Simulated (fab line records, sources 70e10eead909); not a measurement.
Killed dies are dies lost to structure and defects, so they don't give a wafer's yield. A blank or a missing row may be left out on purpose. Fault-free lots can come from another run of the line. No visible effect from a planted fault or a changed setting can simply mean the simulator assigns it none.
Problem report in the 8D (eight disciplines) form, filled by code | flow nand_harc | the parts of the form that need people (team, actions taken, sign-off) are left out

## 1. THE ISSUE
At NHARC_P_ZERO_WELL_CD_MEAS_37, cd_nm averages 702.0 nm over 6 wafers from 2 lots, while fault-free wafers read 721.0 nm, standard deviation 2.2. That puts it -8.7 standard deviations away from the usual mean.
The step: target cd 720 nm.
The first sign was on wafer L492.2 at day 4 21:51, on cd_sem-03. The record holds 33 wafers of 11 lots with a number at this step. Rule for "out" (also "out of limits"): further than 4 standard deviations from the usual mean. Any other wafer with a number is counted as sound.

## 2. WHAT IT IS; WHAT IT IS NOT
question                    | is                     | is not
which readings at this step | cd_nm                  | -
which lots                  | L492, L493             | L482, L483, L484, L485, L486, L498, L499, L500, L501
which wafers of those lots  | all that have a number | -
read on which gauges        | cd_sem-02, cd_sem-03   | cd_sem-01
when                        | from day 4 21:51       | up to then (15 sound wafers); but 12 sound wafers of L498, L499, L500, L501 came after

## 3. WHAT RULES OUT EACH SUSPECT
Counting: any tool at a process step up to the reading is kept as a suspect provided that every lot that is out went through it and no sound lot did after the first of them.
- the gauge at NHARC_P_ZERO_WELL_CD_MEAS_37 is ruled out. The wafers that are out were read on 2 gauges (cd_sem-02, cd_sem-03).
- litho_track-05 at NHARC_P_ZERO_WELL_PEB_35 (peb time 85 s): kept. It processed each lot that is out, first L492 at day 4 21:46, and no sound lot thereafter; up to then, the last sound lot it processed was L486 at day 3 09:53. Its own readings are out on those wafers: heater_power_total_W, plate_temp_C.
Left after counting: litho_track-05 at NHARC_P_ZERO_WELL_PEB_35.

## 4. THE CAUSE (what the simulator had put in)
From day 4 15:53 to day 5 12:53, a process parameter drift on litho_track-05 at NHARC_P_ZERO_WELL_PEB_35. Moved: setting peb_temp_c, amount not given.
Only this tool survived the counting.

## 5. THE CHAIN OF EFFECTS, in route order
Each row: a reading whose mean over the struck wafers that have a number lies more than 3 standard deviations from the usual. Scope: only readings with a usual standard deviation given in the record; hours: median across lots of the time from each lot's start at the first step in this table that gives one to its start at this step; sigmas: change in usual standard deviations.
hours | step                         | reading              | usual    | on struck wafers | change | sigmas
0     | NHARC_P_ZERO_WELL_PEB_35     | heater_power_total_W | 163.95 W | 150.37           | -13.58 | -52
0     | NHARC_P_ZERO_WELL_PEB_35     | plate_temp_C         | 118.02 C | 110.83           | -7.19  | -48
0     | NHARC_P_ZERO_WELL_CD_MEAS_37 | cd_nm                | 721.0 nm | 702.0            | -19.0  | -8.7
It contains these process steps:
- NHARC_P_ZERO_WELL_PEB_35: peb time 85 s.
At these later measuring or inspecting steps, every struck wafer for which the step has a row has a number for every such reading, and none has moved that far: NHARC_P_STI_INSPECT_25, NHARC_END_SORT_01.

## 6. WHAT WOULD HAVE CAUGHT IT SOONER
6 hours passed between the start of the fault at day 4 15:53 and the first reading out of limits at a measuring or inspecting step in this record, taken at day 4 21:51.
At NHARC_P_ZERO_WELL_PEB_35, the tool's own readings (heater_power_total_W, plate_temp_C) were out on each struck wafer the step has a row for, so an alarm limit on them would have fired on the first such wafer.
Lots out: 2; of these, L493 started NHARC_P_ZERO_WELL_PEB_35 on litho_track-05 after day 4 21:51. It would have been spared by a hold on the tool at that moment.
